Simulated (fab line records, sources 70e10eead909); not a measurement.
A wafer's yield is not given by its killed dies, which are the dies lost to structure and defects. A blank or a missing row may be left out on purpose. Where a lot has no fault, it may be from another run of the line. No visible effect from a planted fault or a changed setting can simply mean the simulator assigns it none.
Which tool is to blame? + flow nand-harc + 6 lots with 18 wafers sampled at 3 steps, on a route of 1302 steps

== WHAT THE GAUGES READ, wafer by wafer ==
NHARC_END_SORT_01.
| lot  | measured     | on        | defect-limited-yield (%) |
|------|--------------|-----------|--------------------------|
| L716 | day 29 14:12 | prober-01 | 91.3 88.8 0              |
| L722 | day 31 16:09 | prober-01 | 91.7 92.3 90.8           |
| L726 | day 32 21:37 | prober-02 | 90.3 91.0 90.7           |

== WHICH TOOL RAN EACH LOT (tool, then ch and the chambers of the sampled wafers, then the start) ==
| lot  | NHARC_A_BONDPAD_ECD_18         | NHARC_THIN_TSV_ETCH_59            |
|------|--------------------------------|-----------------------------------|
| L706 | ecd-cu-01 ch 0,1, day 23 17:34 | rie-metal-03 ch 1, day 24 16:40   |
| L709 | ecd-cu-02 ch 0,1, day 24 20:23 | rie-metal-03 ch 0,1, day 25 17:14 |
| L713 | ecd-cu-02 ch 0,1, day 27 18:02 | rie-metal-01 ch 0,1, day 28 14:08 |
| L716 | ecd-cu-02 ch 0,1, day 28 05:34 | rie-metal-02 ch 0,1, day 29 03:49 |
| L722 | ecd-cu-01 ch 0,1, day 30 05:44 | rie-metal-03 ch 0,1, day 31 00:19 |
| L726 | ecd-cu-02 ch 0,1, day 31 10:13 | rie-metal-03 ch 0,1, day 32 10:32 |
- NHARC_A_BONDPAD_ECD_18: material Cu, target thk 400 nm.
- NHARC_THIN_TSV_ETCH_59: etches the open film in Cl2/BCl3, target depth 880 nm, time 138.1 s.

== THE ANSWER, worked out from the rows above alone ==
Rule: usual is defined by the lots themselves. The widest of any qualifying gaps counts: lots, ordered by their means at a reading, are off when they make up no more than a third of the lots, leave a main group of 4 or more, and stand apart from it by 3 or more times the standard deviation of that group's means. A main group is skipped when, at the precision printed for the reading in the tables above, its means are all equal. A lot without any number at a reading at which 4 lots or more have one is off too. All remaining lots with rows at the step are treated as sound.
No lot is off at any reading shown: from this, nothing can be told.

== WHAT HAD BEEN PUT IN BY THE SIMULATOR ==
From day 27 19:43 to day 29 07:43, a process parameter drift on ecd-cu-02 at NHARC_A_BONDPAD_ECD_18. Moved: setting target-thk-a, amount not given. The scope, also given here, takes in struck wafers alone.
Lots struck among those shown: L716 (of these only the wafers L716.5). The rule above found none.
